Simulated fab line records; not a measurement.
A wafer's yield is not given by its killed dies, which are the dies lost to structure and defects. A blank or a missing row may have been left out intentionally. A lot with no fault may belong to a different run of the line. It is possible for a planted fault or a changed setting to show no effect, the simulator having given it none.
fab line records | flow n5Finfet | part 1 of 2: steps 1 to 4 of 6
[record] lots = 23 wafers = 69 lastDay = 22
route steps=1938 shown BEOL_M8@1345 BEOL_M9@1414
lots that met no fault: taken from a fault-free run of the same line
startH: the number of hours between the record's first day and the start of the first shown wafer of the lot | waitH: hours elapsed since this lot's preceding step | " the same as in the row above | L1.1+2: several wafers, shown together as one row | - no value, or no start was given | * or withheld: withheld | < > ~ a bound
route shown NAME@n: NAME is a module with steps in the file, n the number in the route of the first one | usual: mean and standard deviation over wafers with no fault | same: alike in all rows | chamber/n: place in a boat | sites: each site's reading | _std_site: standard deviation of those values | _edge_site: mean of outer sites minus mean of inner sites | radiusMm: how far each site lies from the wafer's centre | mask NAME#n: copy n | behind: the last tool/chamber to shape the wafer | hold: cause of the lot's hold/its duration in hours/its outcome | device: which transistor (n, p or np) failed to switch | end of line: tests of these same wafers at the route's end | where a step has no rows: the recipe by itself | killed: the dies lost at the first sort to structure and to defects; this is not the yield of the wafer | map: per-die view of a wafer (x killed, . not killed, _ where there is no die)
set.NAME: the setting as run; set.NAME@STEP: as run at that earlier step | model.NAME: the simulator's own value behind a step, which no gauge read
a sample of lots followed through the steps of the route, with each step as a table and each wafer as a row
services: from which hour (startH, from the record's first day; less than 0 if before it) a tool's chamber was out of use, for how many hours, and why
[[steps]]
[step N5_BEOL_M8_CD_MEAS_11]
[recipe] targetCdNm = 38.5 landingEnergyEv = 500 detector = seInlens polarity = opening
[usual] cdNm = 38.5/0.44
// columns lot.wafer tool chamber startH waitH cdNm
L074.1 cdSem-02 0 223.36 - 38.8
L074.3 " 0 " " 39.0
L074.5 " 0 " " 38.2
L075.2 cdSem-01 0 248.06 - 38.5
L075.4 " 0 " " 38.1
L075.5 " 0 " " 38.1
L077.1 cdSem-03 0 256.42 - 39.1
L077.4 " 0 " " 38.8
L077.6 " 0 " " 39.2
L076.4 cdSem-01 0 268.50 - 38.0
L076.5 " 0 " " 38.3
L076.6 " 0 " " 38.8
L078.4 cdSem-03 0 277.64 - 38.7
L078.5 " 0 " " 38.2
L078.6 " 0 " " 38.6
L079.1 cdSem-01 0 281.79 - 38.9
L079.3 " 0 " " 38.9
L079.4 " 0 " " 38.4
L080.3 cdSem-02 0 292.04 - 38.3
L080.4 " 0 " " 38.0
L080.5 " 0 " " 38.0
L081.1 cdSem-03 0 326.90 - 37.9
L081.2 " 0 " " 38.2
L081.4 " 0 " " 37.9
L083.2 cdSem-01 0 349.43 - 39.1
L083.3 " 0 " " 39.2
L083.4 " 0 " " 39.2
L084.4 cdSem-01 0 349.84 - 38.1
L084.5 " 0 " " 37.9
L084.6 " 0 " " 38.1
L085.1 cdSem-02 0 357.79 - 38.2
L085.2 " 0 " " 38.8
L085.6 " 0 " " 38.3
L086.3 cdSem-01 0 367.98 - 38.9
L086.5 " 0 " " 38.6
L086.6 " 0 " " 38.7
L087.2 cdSem-03 0 380.16 - 38.6
L087.4 " 0 " " 39.4
L087.6 " 0 " " 39.1
L090.3 cdSem-02 0 380.98 - 38.5
L090.5 " 0 " " 39.1
L090.6 " 0 " " 39.1
L088.2 cdSem-03 0 390.50 - 38.4
L088.5 " 0 " " 39.2
L088.6 " 0 " " 38.3
L095.4 cdSem-01 0 405.18 - 38.5
L095.5 " 0 " " 37.9
L095.6 " 0 " " 38.6
L097.3 cdSem-01 0 405.73 - 38.4
L097.4 " 0 " " 37.8
L097.5 " 0 " " 38.8
L091.1 cdSem-01 0 409.62 - 38.6
L091.2 " 0 " " 38.0
L091.3 " 0 " " 38.9
L092.1 cdSem-02 0 422.00 - 38.7
L092.2 " 0 " " 39.3
L092.5 " 0 " " 39.1
L094.1 cdSem-01 0 428.53 - 38.5
L094.5 " 0 " " 38.6
L094.6 " 0 " " 38.5
L089.1 cdSem-03 0 428.82 - 39.1
L089.2 " 0 " " 39.0
L089.3 " 0 " " 38.4
L093.1 cdSem-03 0 429.05 - 37.8
L093.4 " 0 " " 37.9
L093.5 " 0 " " 37.9
L082.1 cdSem-02 0 437.16 - 38.3
L082.3 " 0 " " 38.1
L082.6 " 0 " " 38.5
[step N5_BEOL_M8_ETCH_61]
[recipe] chemistry = CF4 target = SiARC targetDepthA = 455 maskMaterial = CAR-ArF timeS = 75.8 ionEnergyEv = 80 pressureMtorr = 40 sourceW = 545 biasW = 36 Ar_flow_sccm = 100 cf4FlowSccm = 100 ends = cleared
[usual] drypumpMotorCurrentA = 5.6/0.44 etchRfOnTimeS = 75.8/1.2 oesProductAu = 0.71/0.077 rfVppV = 184.3/1.2 showerheadPlenumPTorr = 2.17/0.075 throttleValvePct = 15.59/0.2
// columns lot.wafer tool chamber startH waitH drypumpMotorCurrentA etchRfOnTimeS oesProductAu rfHoursCounterH rfVppV showerheadPlenumPTorr throttleValvePct
L074.1 rieDiel-05 2 223.48 0.0 5.8 75.6 0.59 239 183.9 2.19 16.03
L074.3 " 3 " " 6.6 76.3 0.59 207 184.9 2.21 15.78
L074.5 " 0 " " 6.3 76.4 0.75 - 185.3 2.17 15.47
L075.2 rieDiel-04 2 248.18 0.0 5.1 76.4 0.59 237 182.8 2.11 15.82
L075.4 " 1 " " 5.6 76.3 0.73 67 183.6 2.08 15.71
L075.5 " 2 " " 5.2 76.9 0.58 - 182.6 2.11 15.83
L077.1 rieDiel-05 2 256.54 0.0 5.8 75.9 0.58 249 184.7 2.19 16.04
L077.4 " 3 " " 6.6 77.5 0.59 216 185.0 2.20 15.80
L077.6 " 1 " " 5.4 76.9 0.76 - 186.5 2.27 15.32
L076.4 rieDiel-02 2 268.62 0.0 5.7 75.6 0.66 127 185.2 2.23 15.71
L076.5 " 0 " " 5.6 76.9 0.59 - 183.2 2.04 15.65
L076.6 " 3 " " 5.6 78.4 0.63 - 182.2 2.05 15.83
L078.4 rieDiel-04 0 277.75 0.0 6.1 73.5 0.77 36 186.5 2.27 15.47
L078.5 " 3 " " 5.1 73.9 0.81 - 183.8 2.18 15.38
L078.6 " 2 " " 5.2 77.4 0.57 - 183.1 2.11 15.83
L079.1 rieDiel-04 1 281.91 0.0 5.6 75.7 0.71 77 185.0 2.08 15.73
L079.3 " 3 " " 5.1 74.1 0.82 16 183.7 2.18 15.38
L079.4 " 0 " " 6.1 73.7 0.77 37 186.7 2.27 15.47
L080.3 rieDiel-04 1 292.17 0.0 5.5 76.4 0.71 80 182.6 2.08 15.75
L080.4 " 2 " " 5.2 76.9 0.57 250 184.1 2.11 15.83
L080.5 " 0 " " 6.1 73.3 0.76 - 186.7 2.27 15.47
L081.1 rieDiel-05 3 327.03 0.0 6.6 76.3 0.58 235 185.0 2.20 15.85
L081.2 " 2 " " 5.7 74.5 0.80 11 184.7 2.18 15.57
L081.4 " 1 " " 5.4 75.9 0.74 46 185.1 2.26 15.37
L083.2 rieDiel-04 2 349.56 0.0 5.2 75.0 0.80 10 184.6 2.11 15.36
L083.3 " 1 " " 5.6 77.5 0.70 97 183.8 2.07 15.78
L083.4 " 3 " " 5.1 75.4 0.77 37 183.6 2.18 15.44
L084.4 rieDiel-05 0 349.96 0.0 6.3 76.5 0.72 66 183.9 2.16 15.56
L084.5 " 0 " " 6.3 77.3 0.71 - 183.3 2.16 15.56
L084.6 " 3 " " 6.6 77.1 0.58 - 184.8 2.19 15.86
L085.1 rieDiel-04 3 357.91 0.0 5.1 75.3 0.77 39 183.8 2.17 15.42
L085.2 " 0 " " 6.1 74.6 0.74 60 185.3 2.26 15.52
L085.6 " 3 " " 5.1 75.3 0.77 - 184.5 2.17 15.45
L086.3 rieDiel-04 3 368.28 0.0 5.1 73.6 0.77 43 182.9 2.17 15.43
L086.5 " 0 " " 6.1 74.0 0.73 - 185.1 2.26 15.52
L086.6 " 3 " " 5.1 74.4 0.77 - 185.1 2.17 15.44
L087.2 rieDiel-04 3 380.29 0.0 5.1 76.0 0.76 45 183.0 2.17 15.44
L087.4 " 2 " " 5.2 75.5 0.78 18 182.6 2.10 15.36
L087.6 " 0 " " 6.1 76.0 0.72 - 185.8 2.26 15.52
L090.3 rieDiel-02 3 381.17 0.0 5.6 78.9 0.60 210 183.2 2.04 15.91
L090.5 " 3 " " 5.6 78.8 0.61 - 182.5 2.04 15.90
L090.6 " 2 " " 5.7 76.2 0.63 - 185.6 2.22 15.79
L088.2 rieDiel-02 0 390.62 0.0 5.6 75.4 0.85 0 186.1 2.28 15.24
L088.5 " 2 " " 5.6 76.0 0.63 - 184.7 2.22 15.79
L088.6 " 3 " " 5.6 78.9 0.60 - 182.3 2.04 15.90
L095.4 rieDiel-04 1 405.32 0.0 5.6 77.0 0.69 - 183.6 2.06 15.82
L095.5 " 3 " " 5.2 74.2 0.75 - 183.9 2.17 15.45
L095.6 " 2 " " 5.2 75.7 0.77 - 182.5 2.10 15.40
L097.3 rieDiel-02 0 405.97 0.0 5.6 74.7 0.84 4 183.9 2.28 15.22
L097.4 " 1 " " 5.7 75.7 0.59 239 185.3 2.20 15.78
L097.5 " 3 " " 5.6 78.4 0.60 - 182.1 2.03 15.92
L091.1 rieDiel-04 3 409.95 0.0 5.1 75.6 0.74 53 184.9 2.17 15.46
L091.2 " 1 " " 5.6 76.5 0.69 117 182.5 2.06 15.81
L091.3 " 2 " " 5.2 74.9 0.76 30 184.0 2.10 15.38
L092.1 rieDiel-04 1 422.13 0.0 5.6 77.3 0.68 122 183.4 2.06 15.83
L092.2 " 2 " " 5.2 75.0 0.76 35 182.8 2.10 15.40
L092.5 " 2 " " 5.2 74.5 0.76 - 184.4 2.10 15.40
L094.1 rieDiel-04 1 428.65 0.0 5.6 77.3 0.68 124 183.7 2.06 15.83
L094.5 " 1 " " 5.5 76.6 0.68 - 183.7 2.06 15.82
L094.6 " 0 " " 6.1 74.6 0.71 - 184.9 2.25 15.54
L089.1 rieDiel-02 3 429.00 0.0 5.6 77.3 0.60 227 182.4 2.03 15.94
L089.2 " 0 " " 5.6 74.7 0.82 11 185.3 2.28 15.24
L089.3 " 2 " " 5.7 74.4 0.63 180 184.5 2.21 15.82
L093.1 rieDiel-05 2 429.17 0.0 5.7 76.2 0.74 41 183.6 2.17 15.61
L093.4 " 3 " " 6.6 76.7 0.83 2 184.4 2.19 15.39
L093.5 " 1 " " 5.4 77.2 0.70 - 186.0 2.25 15.43
L082.1 rieDiel-04 1 437.28 0.0 5.6 77.0 0.68 127 183.2 2.06 15.86
L082.3 " 2 " " 5.1 75.6 0.75 40 182.5 2.10 15.40
L082.6 " 3 " " 5.1 75.2 0.74 - 183.9 2.17 15.49
[step N5_BEOL_M8_VIA_ETCH_34]
[recipe] chemistry = C4F6/O2 target = SiCOH_lowk targetDepthA = 1255 maskMaterial = SOC taperDeg = 4 timeS = 50.5 ionEnergyEv = 250 pressureMtorr = 30 sourceW = 345 biasW = 185 Ar_flow_sccm = 300 C4F6_flow_sccm = 10 O2_flow_sccm = 10
[usual] drypumpMotorCurrentA = 5.7/0.34 oesProductAu = 0.80/0.087 rfVppV = 667/6.9 showerheadPlenumPTorr = 2.88/0.1 throttleValvePct = 20.93/0.16
// columns lot.wafer tool chamber startH waitH drypumpMotorCurrentA oesProductAu rfHoursCounterH rfVppV showerheadPlenumPTorr throttleValvePct
L074.1 rieDiel-02 2 224.87 0.0 5.7 0.78 112 674 2.97 20.95
L074.3 " 0 " " 5.6 0.70 208 667 2.72 20.87
L074.5 " 1 " " 5.8 0.72 - 664 2.94 20.89
L075.2 rieDiel-02 3 251.71 0.0 5.6 0.75 170 663 2.73 21.10
L075.4 " 1 " " 5.7 0.73 - 665 2.94 20.90
L075.5 " 3 " " 5.6 0.75 - 664 2.73 21.10
L077.1 rieDiel-02 1 262.75 0.0 5.8 0.72 194 665 2.94 20.91
L077.4 " 3 " " 5.6 0.74 173 662 2.73 21.11
L077.6 " 1 " " 5.8 0.72 - 665 2.94 20.91
L076.4 rieDiel-04 0 271.40 0.0 6.1 0.91 34 670 3.01 20.74
L076.5 " 1 " " 5.6 0.85 - 664 2.76 21.08
L076.6 " 2 " " 5.2 0.68 - 659 2.80 21.06
L078.4 rieDiel-04 2 280.61 0.0 5.1 0.67 247 660 2.80 21.05
L078.5 " 2 " " 5.1 0.67 - 659 2.80 21.04
L078.6 " 3 " " 5.2 0.96 - 668 2.90 20.72
L079.1 rieDiel-02 2 283.33 0.0 5.7 0.76 132 675 2.96 20.99
L079.3 " 1 " " 5.8 0.71 201 665 2.93 20.91
L079.4 " 3 " " 5.6 0.73 180 661 2.72 21.12
L080.3 rieDiel-02 2 295.36 0.0 5.6 0.77 136 675 2.96 20.99
L080.4 " 0 " " 5.6 0.69 230 670 2.71 20.90
L080.5 " 2 " " 5.6 0.77 - 676 2.96 21.01
L081.1 rieDiel-05 1 330.50 0.0 5.4 0.86 47 663 3.02 20.71
L081.2 " 2 " " 5.8 0.92 12 657 2.91 20.93
L081.4 " 0 " " 6.3 0.83 61 680 2.88 20.87
L083.2 rieDiel-04 1 352.35 0.0 5.6 0.82 98 663 2.75 21.09
L083.3 " 2 " " 5.2 0.94 11 658 2.80 20.67
L083.4 " 3 " " 5.1 0.90 38 667 2.89 20.75
L084.4 rieDiel-02 3 352.63 0.0 5.6 0.72 201 662 2.71 21.15
L084.5 " 0 " " 5.6 0.66 - 668 2.70 20.92
L084.6 " 1 " " 5.8 0.69 - 664 2.93 20.93
L085.1 rieDiel-04 2 360.60 0.0 5.2 0.93 14 658 2.80 20.68
L085.2 " 3 " " 5.1 0.89 41 667 2.89 20.76
L085.6 " 0 " " 6.1 0.86 - 672 3.00 20.78
L086.3 rieDiel-05 3 372.14 0.0 6.6 0.67 245 663 2.92 21.09
L086.5 " 2 " " 5.8 0.90 - 658 2.91 20.94
L086.6 " 1 " " 5.4 0.85 - 665 3.01 20.74
L087.2 rieDiel-02 3 381.60 0.0 5.6 0.71 210 661 2.71 21.17
L087.4 " 3 " " 5.6 0.72 - 662 2.71 21.16
L087.6 " 2 " " 5.7 0.74 - 674 2.95 21.07
L090.3 rieDiel-05 1 383.09 0.0 5.4 0.85 56 664 3.01 20.74
L090.5 " 1 " " 5.4 0.85 - 663 3.01 20.73
L090.6 " 3 " " 6.6 0.67 - 663 2.92 21.10
L088.2 rieDiel-05 3 394.55 0.0 6.6 0.66 253 664 2.91 21.10
L088.5 " 3 " " 6.6 0.66 - 663 2.91 21.11
L088.6 " 1 " " 5.4 0.84 - 664 3.01 20.74
L095.4 rieDiel-04 2 408.44 0.0 5.1 0.89 - 658 2.79 20.69
L095.5 " 1 " " 5.6 0.80 - 664 2.74 21.13
L095.6 " 3 " " 5.1 0.88 - 666 2.88 20.76
L097.3 rieDiel-05 2 408.51 0.0 5.8 0.88 33 656 2.90 20.96
L097.4 " 0 " " 6.3 0.82 - 681 2.87 20.89
L097.5 " 2 " " 5.8 0.87 - 657 2.90 20.97
L091.1 rieDiel-05 2 414.75 0.0 5.8 0.88 36 658 2.90 20.95
L091.2 " 0 " " 6.3 0.82 77 680 2.87 20.90
L091.3 " 1 " " 5.4 0.84 69 666 3.01 20.78
L092.1 rieDiel-05 0 424.19 0.0 6.3 0.81 81 680 2.87 20.89
L092.2 " 2 " " 5.7 0.87 39 655 2.90 20.98
L092.5 " 0 " " 6.3 0.82 - 680 2.87 20.89
L089.1 rieDiel-02 3 432.46 0.0 5.6 0.69 228 662 2.70 21.18
L089.2 " 2 " " 5.7 0.73 181 674 2.94 21.08
L089.3 " 1 " " 5.7 0.67 248 663 2.91 20.98
L094.1 rieDiel-04 3 432.75 0.0 5.1 0.86 62 667 2.88 20.77
L094.5 " 0 " " 6.1 0.84 - 670 2.99 20.80
L094.6 " 3 " " 5.1 0.87 - 667 2.88 20.80
L093.1 rieDiel-02 1 432.86 0.0 5.8 0.68 248 663 2.91 21.00
L093.4 " 0 " " 5.6 0.95 13 677 3.03 20.58
L093.5 " 2 " " 5.7 0.73 - 673 2.94 21.07
L082.1 rieDiel-02 3 439.81 0.0 5.6 0.69 231 660 2.70 21.20
L082.3 " 0 " " 5.6 0.94 15 679 3.03 20.58
L082.6 " 3 " " 5.6 0.70 - 662 2.70 21.18
[step N5_BEOL_M9_CD_MEAS_11]
[recipe] targetCdNm = 64.1 landingEnergyEv = 500 detector = seInlens polarity = opening
[usual] cdNm = 64.1/0.47
// columns lot.wafer tool chamber startH waitH cdNm
L074.1 cdSem-01 0 229.27 - 64.0
L074.3 " 0 " " 64.9
L074.5 " 0 " " 64.0
L075.2 cdSem-01 0 258.40 - 64.7
L075.4 " 0 " " 64.0
L075.5 " 0 " " 63.7
L077.1 cdSem-02 0 267.95 - 63.9
L077.4 " 0 " " 63.6
L077.6 " 0 " " 63.7
L076.4 cdSem-01 0 277.53 - 63.7
L076.5 " 0 " " 63.8
L076.6 " 0 " " 63.9
L078.4 cdSem-03 0 286.08 - 64.9
L078.5 " 0 " " 65.0
L078.6 " 0 " " 64.5
L079.1 cdSem-03 0 288.75 - 63.9
L079.3 " 0 " " 63.1
L079.4 " 0 " " 63.5
L080.3 cdSem-02 0 300.03 - 63.9
L080.4 " 0 " " 64.0
L080.5 " 0 " " 64.1
L081.1 cdSem-02 0 335.45 - 64.4
L081.2 " 0 " " 64.0
L081.4 " 0 " " 63.5
L083.2 cdSem-02 0 357.55 - 64.7
L083.3 " 0 " " 64.1
L083.4 " 0 " " 64.9
L084.4 cdSem-03 0 358.55 - 64.4
L084.5 " 0 " " 64.8
L084.6 " 0 " " 64.1
L085.1 cdSem-03 0 368.08 - 64.6
L085.2 " 0 " " 64.0
L085.6 " 0 " " 64.6
L086.3 cdSem-01 0 377.01 - 64.5
L086.5 " 0 " " 63.2
L086.6 " 0 " " 63.8
L087.2 cdSem-03 0 387.84 - 63.6
L087.4 " 0 " " 63.4
L087.6 " 0 " " 63.4
L090.3 cdSem-02 0 387.88 - 64.0
L090.5 " 0 " " 64.6
L090.6 " 0 " " 64.2
L088.2 cdSem-03 0 399.55 - 64.1
L088.5 " 0 " " 63.6
L088.6 " 0 " " 63.9
L095.4 cdSem-01 0 415.57 - 64.3
L095.5 " 0 " " 64.2
L095.6 " 0 " " 64.6
L097.3 cdSem-01 0 415.73 - 64.2
L097.4 " 0 " " 64.6
L097.5 " 0 " " 64.6
L091.1 cdSem-02 0 419.46 - 63.4
L091.2 " 0 " " 64.0
L091.3 " 0 " " 63.4
L092.1 cdSem-01 0 428.66 - 63.5
L092.2 " 0 " " 64.1
L092.5 " 0 " " 64.3
L089.1 cdSem-01 0 437.91 - 64.4
L089.2 " 0 " " 64.5
L089.3 " 0 " " 64.2
L094.1 cdSem-03 0 438.09 - 63.7
L094.5 " 0 " " 63.3
L094.6 " 0 " " 63.1
L093.1 cdSem-03 0 440.79 - 64.5
L093.4 " 0 " " 64.3
L093.5 " 0 " " 64.0
L082.1 cdSem-02 0 445.73 - 63.8
L082.3 " 0 " " 64.4
L082.6 " 0 " " 64.6
